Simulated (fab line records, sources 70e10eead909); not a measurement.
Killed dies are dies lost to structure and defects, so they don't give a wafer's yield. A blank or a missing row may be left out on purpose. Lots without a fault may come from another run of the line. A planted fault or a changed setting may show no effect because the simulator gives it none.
Chamber matching | flow nand_harc | NHARC_THIN_TSV_ETCHBACK_48 on rie_diel-04: 4 sister chambers
The step etches the open film in C4F8/Ar, target depth 1028.5 nm, time 405.17 s. 14 wafers are shown with their chamber, then 7 later ones without.

WAFERS WITH THEIR CHAMBER
wafer  | chamber | rf_vpp_V (V) | oes_product_au (a.u.)
L206.1 | 1       | 545          | 0.938
L206.2 | 2       | 543          | 0.909
L206.5 | 1       | 545          | 0.936
L204.1 | 2       | 543          | 0.916
L204.2 | 0       | 543          | 0.924
L204.6 | 3       | 553          | 0.922
L207.1 | 1       | 545          | 0.943
L207.5 | 2       | 542          | 0.920
L207.6 | 3       | 551          | 0.935
L213.1 | 0       | 542          | 0.989
L213.4 | 1       | 546          | 0.990
L213.6 | 3       | 554          | 0.990
L218.4 | 0       | 544          | 0.972
L218.5 | 0       | 542          | 0.964

SIGNATURES (means of the wafers above)
reading        | chamber 0 | chamber 1 | chamber 2 | chamber 3 | scatter within a chamber
rf_vpp_V       | 542.75    | 545.25    | 542.67    | 552.67    | 0.94
oes_product_au | 0.96225   | 0.95175   | 0.91500   | 0.94900   | 0.0263
Rule: a wafer's distance from a chamber is the root of the sum, over the readings, of the square of ((its reading less the chamber's mean) divided by the reading's scatter). The wafer belongs to the nearest chamber; if the next one is less than 2 further off, it can't be placed. The scatter: the root of (the sum of the squares of (reading less its chamber's mean) over the shown wafers, divided by (wafers less chambers)).

WAFERS WITHOUT THEIR CHAMBER
wafer  | rf_vpp_V (V) | oes_product_au (a.u.)
L218.6 | 545          | 0.969
L214.2 | 546          | 0.996
L214.4 | 553          | 1.000
L214.6 | 545          | 0.995
L226.1 | 542          | 0.917
L226.2 | 543          | 0.920
L226.4 | 553          | 0.925

WHICH CHAMBER EACH WENT THROUGH
wafer  | from the rows above     | in truth
L218.6 | can't be placed: 1 or 0 | 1
L214.2 | can't be placed: 1 or 0 | 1
L214.4 | 3                       | 3
L214.6 | can't be placed: 1 or 0 | 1
L226.1 | can't be placed: 2 or 0 | 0
L226.2 | can't be placed: 2 or 0 | 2
L226.4 | 3                       | 3
Placed correctly: 2 of 7. Can't be placed from these rows: 5 (the true chamber is among the candidates in 5). Placed wrongly: 0.
